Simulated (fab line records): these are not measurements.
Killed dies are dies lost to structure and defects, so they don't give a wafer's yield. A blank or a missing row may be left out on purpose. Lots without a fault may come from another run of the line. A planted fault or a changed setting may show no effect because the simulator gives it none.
Matching of chambers | flow n5-finfet | N5_BEOL_M6_STRIP_19 on rie-diel-01: 4 sister chambers
The step strips in O2. 8 wafers are shown with their chamber, then 9 later ones without.

## WAFERS PAIRED WITH THEIR CHAMBERS
wafer  | chamber | showerhead-plenum-p-Torr (Torr) | throttle-valve-pct (%)
L079.6 | 1       | 2.07                            | 16.71
L082.1 | 2       | 2.16                            | 16.79
L081.3 | 2       | 2.16                            | 16.82
L081.4 | 0       | 2.02                            | 16.30
L081.6 | 1       | 2.06                            | 16.72
L091.2 | 0       | 2.01                            | 16.36
L091.4 | 3       | 2.18                            | 17.03
L091.6 | 3       | 2.18                            | 17.01

## WAFERS WITHOUT THEIR CHAMBER
wafer  | showerhead-plenum-p-Torr (Torr) | throttle-valve-pct (%)
L092.2 | 2.15                            | 16.86
L092.4 | 2.18                            | 17.01
L092.6 | 2.01                            | 16.34
L094.1 | 2.15                            | 16.85
L094.5 | 2.06                            | 16.75
L094.6 | 2.15                            | 16.85
L095.1 | 2.18                            | 17.04
L095.2 | 2.01                            | 16.36
L095.5 | 2.18                            | 17.03

## WHICH CHAMBER EACH ONE RAN IN
wafer  | from the rows above | in truth
L092.2 | 2                   | 2
L092.4 | 3                   | 3
L092.6 | 0                   | 0
L094.1 | 2                   | 2
L094.5 | 1                   | 1
L094.6 | 2                   | 2
L095.1 | 3                   | 3
L095.2 | 0                   | 0
L095.5 | 3                   | 3
9 of 9 placed correctly. Left unplaced by these rows: 0. 0 placed wrongly.
How it was worked out, from the rows above alone: a wafer's distance from a chamber is the root of the sum, over the readings, of the square of ((its reading less the chamber's mean) divided by the reading's scatter). The wafer belongs to the nearest chamber; if the next one is less than 2 further off, it can't be placed. For every chamber, the mean is computed from those of its wafers that are shown. How the scatter is found: for the shown wafers, subtract from each reading the mean of its chamber, square and add these, divide the total by (wafers less chambers), then take the root.
